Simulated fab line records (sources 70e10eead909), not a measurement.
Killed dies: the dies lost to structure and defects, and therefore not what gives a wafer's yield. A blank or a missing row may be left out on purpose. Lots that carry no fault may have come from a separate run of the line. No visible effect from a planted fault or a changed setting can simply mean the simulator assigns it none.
8D (eight disciplines) problem report, filled in by code -- flow nand harc -- the parts of the form that need people (team, actions taken, sign-off) are left out

1. THE PROBLEM
VT_DECK1_BOTTOM at NHARC_END_WLT_00 reads a mean of 0.947 on 3 wafers of 1 lot; wafers without a fault read 0.870 with a standard deviation of 0.0077. That puts it +10 standard deviations away from the usual mean.
Seen first at day 25 03:23 on prober-02, wafer L161.2. The record holds 30 wafers of 10 lots with a number at this step. Rule for "out", or "out of limits": more than 4 standard deviations from the usual mean. All remaining wafers that have a number are taken as sound.

2. WHAT IT IS, AND WHAT IT ISN'T
question,is,is not
which readings at this step,"VT_DECK1_BOTTOM, VT_DECK1_BOTTOM_INNER, VT_DECK1_MEDIAN_NEAR_BOTTOM, VT_DECK1_MEDIAN_NEAR_BOTTOM_INNER, VT_DECK1_MIDDLE, VT_DECK1_MIDDLE_INNER, VT_DECK1_TOP, VT_DECK1_TOP_INNER","VT_DECK2_BOTTOM_INNER, VT_DECK2_MEDIAN_NEAR_BOTTOM, VT_DECK2_MEDIAN_NEAR_BOTTOM_INNER, VT_DECK2_MIDDLE, VT_DECK2_TOP, VT_DECK2_TOP_INNER"
which lots,L161,"L158, L159, L171, L172, L174, L177, L178, L180, L181"
which wafers of those lots,all that have a number,-
read on which gauges,prober-02,prober-01
when,from day 25 03:23,"up to then (6 sound wafers); but 21 sound wafers of L171, L172, L174, L177, L178, L180, L181 came after"

3. WHAT RULES OUT EACH SUSPECT
Counting: a tool at a process step up to the reading stays a suspect if it ran every lot that is out and no sound lot after the first of them.
- the gauge at NHARC_END_WLT_00: kept. All the wafers that are out were read on prober-02, and no step on other tools shows them out.
- lpcvd poly-04 at NHARC_A_CHANNEL_FILL_D1_CVD_05 (deposits poly-Si, target thk 5 nm): ruled out as a lasting fault. Following L161 (day 11 03:23), the first lot on it that is out, the sound lots L171, L174, L177, L178, L181, L180 were run on it.
- rie diel-07 at NHARC_A_BONDPAD_DESCUM_11 (chemistry O2, time 3 s): ruled out as a lasting fault. Following L161 (day 23 23:20), the first lot on it that is out, the sound lots L171, L177 were run on it.
- pvd sputter-03 at NHARC_THIN_TSV_PVD_19 (deposits TaN, target thk 20 nm): ruled out as a lasting fault. Following L161 (day 24 20:14), the first lot on it that is out, the sound lots L177, L180 were run on it. NHARC_THIN_TSV_PVD_19 gives no start for some lots, so the hours and the order of its lots are those of NHARC_THIN_TSV_CD_MEAS_33.
Remaining after the count: prober-02 at NHARC_END_WLT_00.

4. THE CAUSE (what the simulator had put in)
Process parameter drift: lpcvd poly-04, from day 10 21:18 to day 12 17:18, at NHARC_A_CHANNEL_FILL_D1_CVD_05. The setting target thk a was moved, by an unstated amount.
The count ruled it out by mistake, since the rule takes a fault to strike every lot its tool runs from the start of the fault on, and this one did not do so.

5. THE CHAIN OF EFFECTS, in route order
One row per reading whose mean, taken over the struck wafers that have a number, lies over 3 standard deviations from the usual. Only readings for which the record gives a usual standard deviation are gone through. hours: the time from each lot's start at the first step in this table that gives one to its start at this step, as a median over the lots. sigmas: the change in usual standard deviations.
hours,step,reading,usual,on struck wafers,change,sigmas
0,NHARC_END_WLT_00,VT_DECK1_BOTTOM,0.870,0.947,+0.077,+10
0,NHARC_END_WLT_00,VT_DECK1_BOTTOM_INNER,0.870,0.949,+0.079,+10
0,NHARC_END_WLT_00,VT_DECK1_MEDIAN_NEAR_BOTTOM,0.872,0.951,+0.079,+11
0,NHARC_END_WLT_00,VT_DECK1_MEDIAN_NEAR_BOTTOM_INNER,0.871,0.948,+0.077,+9.6
0,NHARC_END_WLT_00,VT_DECK1_MIDDLE,0.883,0.969,+0.086,+11
0,NHARC_END_WLT_00,VT_DECK1_MIDDLE_INNER,0.883,0.967,+0.084,+11
0,NHARC_END_WLT_00,VT_DECK1_TOP,0.894,0.981,+0.087,+10
0,NHARC_END_WLT_00,VT_DECK1_TOP_INNER,0.895,0.981,+0.086,+10

6. HOW IT WOULD HAVE BEEN CAUGHT EARLIER
The first out-of-limits reading at a measuring or inspecting step in this record came at day 25 03:23, 342 hours after the fault's start at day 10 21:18.
Of the tool readings at NHARC_A_CHANNEL_FILL_D1_CVD_05 for which the record gives a usual standard deviation, none was out on any struck wafer, so an alarm limit of 4 standard deviations on them would not have fired.
